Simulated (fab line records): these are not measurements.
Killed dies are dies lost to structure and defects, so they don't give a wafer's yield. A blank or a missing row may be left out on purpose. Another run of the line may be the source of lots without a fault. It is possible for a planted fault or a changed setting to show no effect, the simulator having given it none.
Split-lot study / flow n5-finfet / 7 lots, 21 wafers read, on a route of 1938 steps

== SPLIT DETAILS ==
At N5_BEOL_M12_COAT_65 (time 60 s, resist thk 300 nm), the setting spin-rpm was moved away from the recipe's 1500 rpm on 7 of the 21 wafers read, by +5.7% to +8.1%. This setting was run at the recipe's value on the other wafers.

The reading is taken at the split's own step.

== THE READING ==
SOC_of_BEOL_M12_COAT_65.thk-nm (the simulator's own value, which no gauge read), in nm, at N5_BEOL_M12_COAT_65 (time 60 s, resist thk 300 nm). The file gives no usual value for it. The 14 wafers here that ran the recipe average 300.6 nm, standard deviation 1.1 nm.

wafer=L075.1; tool, chamber at the split=litho-track-01, 0; spin-rpm as run, rpm=1500; against the recipe=recipe; SOC_of_BEOL_M12_COAT_65.thk-nm, nm=300.4; against lot-mates on the recipe=-
wafer=L075.2; tool, chamber at the split=litho-track-01, 0; spin-rpm as run, rpm=1500; against the recipe=recipe; SOC_of_BEOL_M12_COAT_65.thk-nm, nm=300.8; against lot-mates on the recipe=-
wafer=L075.5; tool, chamber at the split=litho-track-01, 0; spin-rpm as run, rpm=1500; against the recipe=recipe; SOC_of_BEOL_M12_COAT_65.thk-nm, nm=301.4; against lot-mates on the recipe=-
wafer=L082.1; tool, chamber at the split=litho-track-03, 0; spin-rpm as run, rpm=1500; against the recipe=recipe; SOC_of_BEOL_M12_COAT_65.thk-nm, nm=299.8; against lot-mates on the recipe=-
wafer=L082.3; tool, chamber at the split=litho-track-03, 0; spin-rpm as run, rpm=1500; against the recipe=recipe; SOC_of_BEOL_M12_COAT_65.thk-nm, nm=300.2; against lot-mates on the recipe=-
wafer=L082.4; tool, chamber at the split=litho-track-03, 0; spin-rpm as run, rpm=1500; against the recipe=recipe; SOC_of_BEOL_M12_COAT_65.thk-nm, nm=299.6; against lot-mates on the recipe=-
wafer=L085.1; tool, chamber at the split=litho-track-02, 0; spin-rpm as run, rpm=1500; against the recipe=recipe; SOC_of_BEOL_M12_COAT_65.thk-nm, nm=300.8; against lot-mates on the recipe=-
wafer=L085.5; tool, chamber at the split=litho-track-02, 0; spin-rpm as run, rpm=1594; against the recipe=+6.3%; SOC_of_BEOL_M12_COAT_65.thk-nm, nm=291.6; against lot-mates on the recipe=-9.2
wafer=L085.6; tool, chamber at the split=litho-track-02, 0; spin-rpm as run, rpm=1594; against the recipe=+6.3%; SOC_of_BEOL_M12_COAT_65.thk-nm, nm=291.2; against lot-mates on the recipe=-9.6
wafer=L080.1; tool, chamber at the split=litho-track-02, 0; spin-rpm as run, rpm=1500; against the recipe=recipe; SOC_of_BEOL_M12_COAT_65.thk-nm, nm=302.6; against lot-mates on the recipe=-
wafer=L080.5; tool, chamber at the split=litho-track-02, 0; spin-rpm as run, rpm=1500; against the recipe=recipe; SOC_of_BEOL_M12_COAT_65.thk-nm, nm=302.2; against lot-mates on the recipe=-
wafer=L080.6; tool, chamber at the split=litho-track-02, 0; spin-rpm as run, rpm=1500; against the recipe=recipe; SOC_of_BEOL_M12_COAT_65.thk-nm, nm=302.2; against lot-mates on the recipe=-
wafer=L084.1; tool, chamber at the split=litho-track-02, 0; spin-rpm as run, rpm=1585; against the recipe=+5.7%; SOC_of_BEOL_M12_COAT_65.thk-nm, nm=291.8; against lot-mates on the recipe=-8.4
wafer=L084.2; tool, chamber at the split=litho-track-02, 0; spin-rpm as run, rpm=1500; against the recipe=recipe; SOC_of_BEOL_M12_COAT_65.thk-nm, nm=300; against lot-mates on the recipe=-
wafer=L084.4; tool, chamber at the split=litho-track-02, 0; spin-rpm as run, rpm=1500; against the recipe=recipe; SOC_of_BEOL_M12_COAT_65.thk-nm, nm=300.4; against lot-mates on the recipe=-
wafer=L089.3; tool, chamber at the split=litho-track-01, 0; spin-rpm as run, rpm=1595; against the recipe=+6.3%; SOC_of_BEOL_M12_COAT_65.thk-nm, nm=290.6; against lot-mates on the recipe=-8.4
wafer=L089.4; tool, chamber at the split=litho-track-01, 0; spin-rpm as run, rpm=1500; against the recipe=recipe; SOC_of_BEOL_M12_COAT_65.thk-nm, nm=299; against lot-mates on the recipe=-
wafer=L089.6; tool, chamber at the split=litho-track-01, 0; spin-rpm as run, rpm=1595; against the recipe=+6.3%; SOC_of_BEOL_M12_COAT_65.thk-nm, nm=290.2; against lot-mates on the recipe=-8.8
wafer=L094.1; tool, chamber at the split=litho-track-03, 0; spin-rpm as run, rpm=1621; against the recipe=+8.1%; SOC_of_BEOL_M12_COAT_65.thk-nm, nm=288; against lot-mates on the recipe=-11.6
wafer=L094.4; tool, chamber at the split=litho-track-03, 0; spin-rpm as run, rpm=1621; against the recipe=+8.1%; SOC_of_BEOL_M12_COAT_65.thk-nm, nm=288.2; against lot-mates on the recipe=-11.4
wafer=L094.6; tool, chamber at the split=litho-track-03, 0; spin-rpm as run, rpm=1500; against the recipe=recipe; SOC_of_BEOL_M12_COAT_65.thk-nm, nm=299.6; against lot-mates on the recipe=-

FIT RESULTS
A straight line over all 21 wafers: SOC_of_BEOL_M12_COAT_65.thk-nm changes by -1.55 nm for each +1% of spin-rpm; r = -0.98; the points scatter about the line by 0.93 nm.
The same after taking each lot's own level away (the mean of its wafers on the recipe; 21 wafers): -1.43 nm for each +1%; r = -1.00; scatter 0.32 nm.
On that fit, the largest move of spin-rpm shifts the reading by 12 nm.
Measured against the standard deviation above, the lots' own levels, which go from 299.00 to 302.33 nm, span 3.2 times it.
The two slopes agree, so the slope changes little with the lot-to-lot level.
Check: for one of the wafers moved furthest among these (+8.1%), held out of the fit, the line's prediction against its lot-mates is -11.5 nm. It came out at -11.6 nm against them.

== THESE WAFERS: OTHER SPLITS ==
Before the reading, these wafers also passed through other splits. Each is held against what the fit with the lots' levels taken away leaves over:
other split on the same wafers=N5_BEOL_M10_HM_DEP_02 target-thk-a; wafers away from the commonest value=7; r with SOC_of_BEOL_M12_COAT_65.thk-nm (lot level and that fit taken away)=-0.08
other split on the same wafers=N5_BEOL_M11_EXPOSE_25 dose-mj; wafers away from the commonest value=7; r with SOC_of_BEOL_M12_COAT_65.thk-nm (lot level and that fit taken away)=+0.04
other split on the same wafers=N5_BEOL_M11_ETCH_66 time-s; wafers away from the commonest value=12; r with SOC_of_BEOL_M12_COAT_65.thk-nm (lot level and that fit taken away)=-0.08

== THE FILE'S OWN FIT ==
SOC_of_BEOL_M12_COAT_65.thk-nm changes by -1.44 nm for each +1% of spin-rpm, r = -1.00.
